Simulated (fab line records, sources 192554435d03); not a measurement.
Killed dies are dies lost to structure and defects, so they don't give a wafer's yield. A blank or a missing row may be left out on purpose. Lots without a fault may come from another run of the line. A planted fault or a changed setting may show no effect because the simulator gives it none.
fab line records | flow n5_finfet
record lots=5 wafers=15 last_day=20
route steps=1938 shown BEOL_M11@1571 PASSIVATION@1936
lots that met no fault: from a run of the same line without faults
start_h: hours from the record's first day to the start of the lot's first wafer shown | wait_h: hours since the lot's step before | " the same as in the row above | L1.1+2: a row that stands for several wafers | - no value, or no start given | * or withheld: withheld | < > ~ a bound
route shown NAME@n: a module of which the file shows steps, and the number in the route of the first | usual: mean/standard deviation of fault-free wafers | same: alike in all rows | chamber/n: place in a boat | sites: the reading at each site | _std_site: their standard deviation | _edge_site: outer sites' mean less inner sites' | radius_mm: how far each site lies from the wafer's centre | mask NAME#n: copy n | behind: the tool/chamber that last shaped the wafer | hold: why the lot was held/for how many hours/how that ended | device: the transistor (n, p or np) that didn't switch | end of line: the same wafers' tests at the end of the route | a step without rows: its recipe alone | killed: dies lost to structure and defects at the first sort, not the wafer's yield | map: a wafer's dies, x killed, . not, _ none there
set.NAME: the setting as run; set.NAME@STEP: as run at that earlier step | model.NAME: the simulator's own value behind a step, which no gauge read
lots at some steps of the route; a table a step, a row a wafer
services: from which hour (start_h, from the record's first day; less than 0 if before it) a tool's chamber was out of use, for how many hours, and why
## steps
# step N5_BEOL_M11_DESCUM_33
# recipe chemistry=O2 time_s=7.9 source_power_w=50 bias_power_w=20 pressure_mtorr=20 rf_frequency_hz=2.712e+07 temp_c=40 resist=CAR-ArF o2_flow_sccm=225
# step N5_BEOL_M11_ETCH_65
# recipe chemistry=CF4 target=SiARC target_depth_a=390 mask_material=CAR-ArF time_s=65 ion_energy_ev=80 pressure_mtorr=40 source_w=545 bias_w=36 Ar_flow_sccm=100 cf4_flow_sccm=100 ends=cleared
# step N5_BEOL_M11_ETCH_66
# recipe chemistry=N2/H2 target=SOC target_depth_a=1200 overetch_a=240 mask_material=SiARC temp_c=40 time_s=180 ion_energy_ev=200 pressure_mtorr=30 source_w=840 bias_w=150 n2_flow_sccm=200 h2_flow_sccm=200
# step N5_BEOL_M11_STRIP_69
# recipe chemistry=N2/H2 temp_c=40 n2_flow_sccm=200 h2_flow_sccm=200 rf_frequency_hz=6e+07
# step N5_BEOL_M11_VIA_ETCH_34
# recipe chemistry=C4F6/O2 target=SiCOH_lowk target_depth_a=1845 mask_material=SOC taper_deg=4 time_s=69.2 ion_energy_ev=250 pressure_mtorr=30 source_w=345 bias_w=185 Ar_flow_sccm=300 C4F6_flow_sccm=10 O2_flow_sccm=10
# step N5_BEOL_M11_STRIP_73
# recipe chemistry=C4F6/O2 resist=SiARC rf_frequency_hz=6e+07
# step N5_BEOL_M11_STRIP_36
# recipe chemistry=N2/H2 power_w=450 temp_c=40 pressure_mtorr=20 rf_frequency_hz=6e+07 overash_fraction=0.3 bias_power_w=7 h2_frac=0.5 n2_flow_sccm=200 h2_flow_sccm=200
# step N5_BEOL_M11_TRENCH_ETCH_37
# recipe chemistry=C4F6/O2 target_depth_a=1488.3 target=SiCOH_lowk time_s=48 ion_energy_ev=250 pressure_mtorr=30 source_w=345 bias_w=185 Ar_flow_sccm=300 C4F6_flow_sccm=10 O2_flow_sccm=10
# step N5_BEOL_M11_ETCH_41
# recipe chemistry=CH3F/O2 target=SiCN target_depth_a=426 taper_deg=2 time_s=86 ion_energy_ev=120 mask_material=TiN pressure_mtorr=30 source_w=395 bias_w=75 Ar_flow_sccm=150 CH3F_flow_sccm=30 O2_flow_sccm=20
# step N5_BEOL_M11_STRIP_77
# recipe chemistry=N2/H2 time_s=10 power_w=450 temp_c=40 pressure_mtorr=20 rf_frequency_hz=6e+07 bias_power_w=7 n2_flow_sccm=200 h2_flow_sccm=200
# step N5_BEOL_M11_HM_STRIP_39
# recipe chemistry=peroxide_tin_strip material=TiN target_depth_a=250 temp_c=50 time_s=158
# usual bath_guard_temp_C=49.9/0.45 bath_heat_duty_pct=7.3/0.93
# columns lot.wafer tool chamber start_h wait_h bath_guard_temp_C bath_heat_duty_pct model.TiN_of_BEOL_M11_HM_DEP_02.thk_nm
L361.3 wet_bench-01 4 289.64 0.0 - - 15.4
L361.4 " 1 " " - - 15.6
L361.6 " 7 " " - - 15.6
L360.3 wet_bench-01 6 302.98 0.0 - - 16.4
L360.5 " 0 " " - - 16.4
L360.6 " 7 " " - - 16.6
L363.1 wet_bench-03 4 303.19 0.0 - - 15.8
L363.2 " 0 " " - - 16
L363.4 " 7 " " - - 16
L377.2 wet_bench-06 6 386.47 0.0 50.0 7.0 0
L377.4 " 1 " " 50.3 7.3 0
L377.6 " 0 " " 49.8 6.5 0
L381.1 wet_bench-03 0 429.34 0.0 49.3 5.6 0
L381.2 " 4 " " 49.7 6.7 0
L381.3 " 3 " " 50.1 6.9 0
# step N5_BEOL_M11_SRD_40
# recipe time_s=30 temp_c=23 rinse_liquid=diw dry=ipa_marangoni
# step N5_BEOL_M11_PRECLEAN_42
# recipe chemistry=residue_remover time_s=60 temp_c=40
# columns lot.wafer tool chamber start_h wait_h model.TiN_of_BEOL_M11_HM_DEP_02.thk_nm
L361.3 wet_bench-01 4 289.71 0.0 4.4
L361.4+6 " 1,7 " " 4.6
L360.3+5 wet_bench-01 6,0 303.04 0.0 5.4
L360.6 " 7 " " 5.6
L363.1 wet_bench-03 4 303.26 0.0 4.8
L363.2+4 " 0,7 " " 5
L377.2+4+6 wet_bench-06 6,1,0 386.53 0.0 0
L381.1+2+3 wet_bench-03 0,4,3 429.40 0.0 0
# step N5_BEOL_M11_SRD_43
# recipe time_s=30 temp_c=23 rinse_liquid=diw dry=ipa_marangoni
# step N5_BEOL_M11_CURE_72
# recipe temp_c=370 time_s=120 ambient=DMADMS/He material=SiCOH_lowk
# step N5_BEOL_M11_DEGAS_44
# recipe ambient=vacuum temp_c=250 time_s=60
# step N5_BEOL_M11_PRE_CLEAN_45
# recipe gas=H2/He time_s=30 temp_c=250
# step N5_BEOL_M11_ALD_74
# recipe material=TaN target_thk_a=20 temp_c=275 ald_precursor_family=PDMAT ald_co_reactant=NH3 pressure_torr=3 carrier_flow_sccm=1500 pulse_time_s=2 purge_time_s=3 co_reactant_purge_time_s=2 co_reactant_pulse_time_s=3 ald_cycles=40 precursor_vessel_temp_c=75 precursor_vessel_pressure_torr=26.25 precursor_vessel_carrier_sccm=1000
# step N5_BEOL_M11_SURFACE_TREAT_76
# recipe gas=Ar time_s=* ion_energy_ev=* ion_current_ma_cm2=0.5 pressure_mtorr=* ar_flow_sccm=30
# step N5_BEOL_M11_CVD_75
# recipe material=Co target_thk_a=20 temp_c=withheld precursor=CCTBA/H2 pressure_torr=30 time_s=138.9
# step N5_BEOL_M11_SPUTTER_48
# recipe material=Cu target_thk_a=120 temp_c=-20 bias_v=60 power_w=26000 chamber_pressure_pa=0.13 time_s=2
# step N5_BEOL_M11_ECD_50
# recipe material=Cu target_thk_a=3180
# step N5_BEOL_M11_ANNEAL_51
# recipe temp_c=225 time_s=90 ambient=N2
# step N5_BEOL_M11_CMP_52
# recipe stop_on=SiCOH_lowk t_overpolish_s=7 down_force_psi=1 platen_rpm=50 clearing_platen_down_force_psi=1.5 clearing_platen_rpm=50 post_cmp_clean=cu_alkaline target_thk_nm=140 clearing_platen_pad_velocity_m_s=0.99484 pad_velocity_m_s=0.99484
# usual barrier_field_endpoint_s=29.1/0.57 motor_current_A=6.4/0.87 pad_life_wafers=684/460
# columns lot.wafer tool chamber start_h wait_h barrier_field_endpoint_s motor_current_A pad_life_wafers
L361.4 cmp-01 0 293.18 0.1 34.2 5.5 282
L361.3 " 2 " " 34.1 6.4 284
L361.6 " 0 " " 35.0 5.8 -
L360.3 cmp-01 2 306.57 0.2 35.6 6.7 414
L360.6 " 2 " " 36.4 6.5 -
L360.5 " 3 " " 35.4 5.6 -
L363.4 cmp-03 3 307.35 0.2 35.6 6.7 139
L363.2 " 0 " " 35.1 6.5 140
L363.1 " 1 " " 35.8 9.0 141
L377.4 cmp-03 3 390.32 0.2 28.9 7.1 901
L377.2 " 1 " " 29.0 8.4 903
L377.6 " 2 " " 29.2 6.4 -
L381.1 cmp-01 1 433.26 0.3 29.0 6.3 1506
L381.2 " 3 " " 29.7 5.3 1508
L381.3 " 0 " " 29.4 5.6 1509
# step N5_PASSIVATION_PROBE_49
# usual defect_limited_yield=91.2/1.3 killed_at_M0_to_M3=34/9.2 killed_at_M4_up=14/5 killed_at_contacts=13/6.7 killed_at_front_end=39/12 killed_at_other=4/3.3 killed_dies=104/15 killed_on_rim=14/3.7 killed_open=68/12 killed_short=34/7.5 sort_bin_5_function=5.2/0.87 sort_bin_6_memory=3.3/0.63 sort_n_pass=1076/15 sort_yield_pct=91.2/1.3
# same gross_dies=1180 killed_at_back_side=0 sort_bin_4_leakage[%]=0 sort_bin_8_speed[%]=0
# columns lot.wafer tool chamber start_h wait_h defect_limited_yield[%] killed_at_M0_to_M3 killed_at_M4_up killed_at_contacts killed_at_front_end killed_at_other killed_dies killed_on_rim killed_open killed_short sort_bin_5_function[%] sort_bin_6_memory[%] sort_n_pass sort_yield_pct[%]
L361.3 prober-01 - 341.38 0.1 91.0 32 17 6 48 3 106 9 72 31 5.0 3.5 1074 91.0
L361.4 prober-01 - 341.43 0.2 91.7 26 17 4 44 7 98 14 61 36 5.1 2.8 1082 91.7
L361.6 prober-01 - 341.53 0.3 89.4 42 12 13 52 6 125 17 83 37 6.8 3.5 1055 89.4
L360.3 prober-01 - 341.68 0.3 92.7 24 12 20 28 2 86 17 56 29 4.2 3.0 1094 92.7
L360.5 prober-01 - 341.78 0.4 92.5 37 12 16 18 6 89 14 55 33 5.2 2.4 1091 92.5
L360.6 prober-01 - 341.83 0.5 94.6 17 12 10 18 7 64 10 41 22 3.1 2.1 1116 94.6
L363.1 prober-01 - 350.12 0.0 90.9 35 23 12 36 1 107 13 75 27 5.8 3.2 1073 90.9
L363.2 prober-01 - 350.17 0.1 91.9 37 6 16 35 2 96 11 63 31 4.7 2.9 1084 91.9
L363.4 prober-01 - 350.27 0.2 92.1 42 11 5 34 1 93 6 59 29 4.8 2.8 1087 92.1
L377.2 prober-01 - 435.66 0.1 92.3 32 15 8 32 4 91 17 55 32 4.8 2.4 1089 92.3
L377.4 prober-01 - 435.76 0.2 92.5 29 20 10 29 1 89 9 66 19 4.5 3.0 1091 92.5
L377.6 prober-01 - 435.86 0.3 92.6 32 22 14 15 4 87 12 57 29 4.1 2.8 1093 92.6
L381.1 prober-01 - 469.22 0.0 92.8 17 9 11 47 1 85 7 56 28 4.2 3.1 1095 92.8
L381.2 prober-01 - 469.27 0.1 93.6 28 13 4 30 1 76 12 53 22 3.8 2.4 1104 93.6
L381.3 prober-01 - 469.32 0.1 92.7 23 17 15 27 4 86 16 54 29 4.2 3.1 1094 92.7
# killed by level:class
L361.3 FIN_SAQP:geometric_particle:open=15 STI_FIN_REVEAL:geometric_particle:open=11 BEOL_M3:geometric_particle:open=8 FIN_SAQP:geometric_particle:short=6 BEOL_M0:geometric_particle:open=6 BEOL_M4:geometric_particle:open=6 MOL_CONTACT_COAG:geometric_particle:open=5 BEOL_M0_SAQP:geometric_particle:short=5
L361.4 DUMMY_GATE:geometric_particle:open=9 FIN_SAQP:geometric_particle:open=8 STI_FIN_REVEAL:geometric_particle:open=7 GATE_CUT:geometric_particle:short=5 BEOL_M3:geometric_particle:open=5 BEOL_M0_SAQP:geometric_particle:short=4 FIN_SAQP:geometric_particle:short=4 BEOL_M0:geometric_particle:open=4
L361.6 FIN_SAQP:geometric_particle:open=12 MOL_CONTACT_COAG:geometric_particle:open=12 BEOL_M3:geometric_particle:open=11 STI_FIN_REVEAL:geometric_particle:open=9 BEOL_M2:geometric_particle:open=9 FIN_SAQP:geometric_particle:short=7 BEOL_M0_SAQP:geometric_particle:open=6 BEOL_M2:geometric_particle:short=5
L360.3 MOL_CONTACT_COAG:geometric_particle:open=16 FIN_SAQP:geometric_particle:short=9 BEOL_M2:geometric_particle:open=5 BEOL_M3:geometric_particle:open=5 BEOL_M4:geometric_particle:open=5 GATE_CUT:geometric_particle:open=4 MOL_CONTACT_COAG:geometric_particle:short=4 BEOL_M0_SAQP:geometric_particle:open=4
L360.5 MOL_CONTACT_COAG:geometric_particle:open=11 BEOL_M0_SAQP:geometric_particle:open=9 BEOL_M3:geometric_particle:open=8 BEOL_M4:geometric_particle:open=6 FIN_SAQP:geometric_particle:open=5 FIN_SAQP:geometric_particle:short=5 MOL_CONTACT_COAG:geometric_particle:short=5 BEOL_M0_SAQP:geometric_particle:short=5
L360.6 MOL_CONTACT_COAG:geometric_particle:open=8 BEOL_M3:geometric_particle:open=8 FIN_SAQP:geometric_particle:short=6 BEOL_M4:geometric_particle:open=4 FIN_SAQP:geometric_particle:open=2 STI_FIN_REVEAL:geometric_particle:open=2 DUMMY_GATE:geometric_particle:open=2 GATE_CUT:geometric_particle:short=2
L363.1 MOL_CONTACT_COAG:geometric_particle:open=12 BEOL_M2:geometric_particle:open=10 FIN_SAQP:geometric_particle:open=9 BEOL_M4:geometric_particle:open=9 FIN_SAQP:geometric_particle:short=8 BEOL_M1:geometric_particle:open=6 BEOL_M3:geometric_particle:open=6 BEOL_M3:geometric_particle:short=4
L363.2 MOL_CONTACT_COAG:geometric_particle:open=12 BEOL_M2:geometric_particle:open=9 BEOL_M0_SAQP:geometric_particle:open=9 BEOL_M1:geometric_particle:open=7 DUMMY_GATE:geometric_particle:open=6 GATE_CUT:geometric_particle:short=6 FIN_SAQP:geometric_particle:short=5 BEOL_M4:geometric_particle:open=4
L363.4 BEOL_M2:geometric_particle:open=9 BEOL_M0_SAQP:geometric_particle:open=8 BEOL_M0_SAQP:geometric_particle:short=7 STI_FIN_REVEAL:geometric_particle:open=6 MOL_CONTACT_COAG:geometric_particle:open=5 FIN_SAQP:geometric_particle:open=4 ILD0:geometric_particle:short=4 BEOL_M0:geometric_particle:open=4
L377.2 BEOL_M4:geometric_particle:open=9 BEOL_M0_SAQP:geometric_particle:open=7 MOL_CONTACT_COAG:geometric_particle:open=7 BEOL_M1:geometric_particle:open=6 FIN_SAQP:geometric_particle:short=5 BEOL_M1:geometric_particle:short=5 BEOL_M2:geometric_particle:open=4 STI_FIN_REVEAL:geometric_particle:open=4
L377.4 STI_FIN_REVEAL:geometric_particle:open=15 BEOL_M4:geometric_particle:open=11 BEOL_M1:geometric_particle:open=9 MOL_CONTACT_COAG:geometric_particle:open=8 BEOL_M0_SAQP:geometric_particle:short=7 BEOL_M0_SAQP:geometric_particle:open=5 STI_FIN_REVEAL:geometric_particle:short=3 BEOL_M1:geometric_particle:short=3
L377.6 BEOL_M4:geometric_particle:open=13 BEOL_M0_SAQP:geometric_particle:open=9 MOL_CONTACT_COAG:geometric_particle:open=8 BEOL_M0_SAQP:geometric_particle:short=8 BEOL_M1:geometric_particle:open=8 MOL_CONTACT_COAG:geometric_particle:short=6 BEOL_M3:geometric_particle:open=4 BEOL_M5:geometric_particle:open=4
L381.1 MOL_CONTACT_COAG:geometric_particle:open=10 STI_FIN_REVEAL:geometric_particle:open=9 FIN_SAQP:geometric_particle:short=7 DUMMY_GATE:geometric_particle:open=6 GATE_CUT:geometric_particle:short=6 BEOL_M2:geometric_particle:open=5 STARTING-WAFER:geometric_particle:open=4 GATE_CUT:geometric_particle:open=4
L381.2 BEOL_M3:geometric_particle:open=9 FIN_SAQP:geometric_particle:short=7 BEOL_M2:geometric_particle:open=6 STI_FIN_REVEAL:geometric_particle:open=4 GATE_CUT:geometric_particle:open=4 BEOL_M0_SAQP:geometric_particle:short=4 BEOL_M8:geometric_particle:open=4 FIN_SAQP:geometric_particle:open=3
L381.3 MOL_CONTACT_COAG:geometric_particle:open=11 BEOL_M4:geometric_particle:open=8 BEOL_M2:geometric_particle:open=7 FIN_SAQP:geometric_particle:short=6 DUMMY_GATE:geometric_particle:open=5 MOL_CONTACT_COAG:geometric_particle:short=4 BEOL_M3:geometric_particle:open=4 GATE_CUT:geometric_particle:short=3
## services
# columns tool chamber start_h hours kind
cmp-03 - 267.28 4.0 pm
cmp-01 - 269.06 - consumable_replace:conditioner
cmp-01 - 269.06 - consumable_replace:pad
cmp-03 - 271.28 - consumable_replace:conditioner
cmp-03 - 271.28 - consumable_replace:pad
cmp-01 - 274.58 4.7 repair
cmp-03 - 278.94 23.6 repair
wet_bench-06 - 338.64 0.6 repair
cmp-01 - 376.04 0.6 repair
cmp-01 - 389.82 1.8 repair
cmp-01 - 417.31 1.3 repair
## key
first_sign step=N5_BEOL_M11_HM_STRIP_39 reading=tool_record direction=missing
effect step=N5_BEOL_M11_CMP_52 reading=barrier_field_endpoint_s direction=up sigmas=11 usual=29.1 struck=35.2
model_effect step=N5_BEOL_M11_HM_STRIP_39 value=TiN_of_BEOL_M11_HM_DEP_02.thk_nm without=0 struck=15.98
model_effect step=N5_BEOL_M11_PRECLEAN_42 value=TiN_of_BEOL_M11_HM_DEP_02.thk_nm without=0 struck=4.978
met_at N5_BEOL_M11_HM_STRIP_39
struck_wafers L360.3,L360.5,L360.6,L361.3,L361.4,L361.6,L363.1,L363.2,L363.4
fault kind=skipped_step_whole tool=wet_bench-01,wet_bench-03 chamber=- onset_h=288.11 steps=N5_BEOL_M11_HM_STRIP_39 scope=struck_lots_only
